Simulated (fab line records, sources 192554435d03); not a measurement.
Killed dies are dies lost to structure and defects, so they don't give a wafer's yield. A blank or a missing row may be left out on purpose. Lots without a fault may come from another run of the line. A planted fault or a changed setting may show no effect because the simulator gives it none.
Split-lot experiment | flow n5_finfet | 7 lots, 21 wafers read, on a route of 1938 steps

THE SPLIT
At N5_MOL_CONTACT_COAG_ETCH_91 (etches SOC in N2/H2, target depth 60 nm, overetch 21 nm, time 101.2 s), the setting time_s was moved away from the recipe's 101.2 s on 7 of the 21 wafers read, by -22.1% to +15.1%. The other wafers ran this setting at the recipe's value.

The reading is taken at the split's own step.

THE READING
SiARC_of_MOL_CONTACT_COAG_COAT_76.thk_nm (the simulator's own value, which no gauge read), in nm, at N5_MOL_CONTACT_COAG_ETCH_91 (etches SOC in N2/H2, target depth 60 nm, overetch 21 nm, time 101.2 s). The file gives no usual value for it. The 14 wafers here that ran the recipe average 6.0 nm, standard deviation 0.091 nm.

wafer  | tool, chamber at the split | time_s as run, s | against the recipe | SiARC_of_MOL_CONTACT_COAG_COAT_76.thk_nm, nm | against lot-mates on the recipe
L074.1 | rie_diel-06, 1             | 101.2            | recipe             | 6                                            | -
L074.5 | rie_diel-06, 1             | 101.2            | recipe             | 6                                            | -
L074.4 | rie_diel-06, 0             | 101.2            | recipe             | 5.8                                          | -
L077.2 | rie_diel-04, 3,1,1         | 101.2            | recipe             | 6                                            | -
L077.3 | rie_diel-04, 3,1,1         | 101.2            | recipe             | 6                                            | -
L077.4 | rie_diel-04, 3,1,1         | 101.2            | recipe             | 6                                            | -
L084.1 | rie_diel-05, 3             | 101.2            | recipe             | 6.2                                          | -
L084.2 | rie_diel-05, 2             | 101.2            | recipe             | 6                                            | -
L084.5 | rie_diel-05, 3             | 116.5            | +15.1%             | 5.6                                          | -0.5
L085.1 | rie_diel-04, 2,1           | 101.2            | recipe             | 6                                            | -
L085.4 | rie_diel-04, 2,1           | 101.2            | recipe             | 6                                            | -
L085.2 | rie_diel-04, 0             | 101.2            | recipe             | 5.8                                          | -
L086.1 | rie_diel-05, 3             | 114.5            | +13.1%             | 5.6                                          | -0.4
L086.3 | rie_diel-05, 0             | 114.5            | +13.1%             | 5.2                                          | -0.8
L086.6 | rie_diel-05, 3             | 101.2            | recipe             | 6                                            | -
L087.1 | rie_diel-04, 1             | 101.2            | recipe             | 6                                            | -
L087.2 | rie_diel-04, 0             | 78.84            | -22.1%             | 6.6                                          | +0.6
L087.5 | rie_diel-04, 0             | 78.84            | -22.1%             | 6.8                                          | +0.8
L093.3 | rie_diel-05, 0             | 108.8            | +7.5%              | 5.4                                          | -0.6
L093.4 | rie_diel-05, 3             | 108.8            | +7.5%              | 5.8                                          | -0.2
L093.6 | rie_diel-05, 3             | 101.2            | recipe             | 6                                            | -
Where a row lists several chambers, the file gives one row for several wafers and doesn't say which wafer went through which chamber.

THE FIT
A straight line over all 21 wafers: SiARC_of_MOL_CONTACT_COAG_COAT_76.thk_nm changes by -0.0351 nm for each +1% of time_s; r = -0.92; the points scatter about the line by 0.14 nm.
The same after taking each lot's own level away (the mean of its wafers on the recipe; 21 wafers): -0.036 nm for each +1%; r = -0.93; scatter 0.13 nm.
On that fit, the largest move of time_s shifts the reading by 0.8 nm.
The lots' own levels span 5.93 to 6.10 nm, that is 1.8 times the standard deviation above.
So the lot-to-lot level changes the slope little: the two slopes agree.
Check: with one of the wafers moved furthest among these (-22.1%) left out of the fit, the line predicts +0.856 nm for it against its lot-mates. It came out at +0.6 nm against them.

OTHER SPLITS ON THESE WAFERS
These wafers also went through other splits before the reading. Each is held against what the fit with the lots' levels taken away leaves over:
other split on the same wafers        | wafers away from the commonest value | r with SiARC_of_MOL_CONTACT_COAG_COAT_76.thk_nm (lot level and that fit taken away)
N5_FIN_SAQP_PEB_14 peb_time_s         | 7                                    | +0.34
N5_SD_EPI_N_EPI_21 time_s             | 10                                   | -0.44
N5_SD_EPI_P_EPI_21 epi_growth_time_s  | 8                                    | -0.05
N5_HKMG_FIN_ETCH_55 bias_w            | 8                                    | +0.04
N5_HKMG_FIN_EXPOSE_09 dose_mj         | 7                                    | -0.23
N5_HKMG_FIN_DEVELOP_11 develop_time_s | 5                                    | +0.47
N5_MOL_CONTACT_COAG_ETCH_105 bias_w   | 9                                    | -0.08

THE FILE'S OWN FIT
SiARC_of_MOL_CONTACT_COAG_COAT_76.thk_nm changes by -0.0359 nm for each +1% of time_s, r = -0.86.
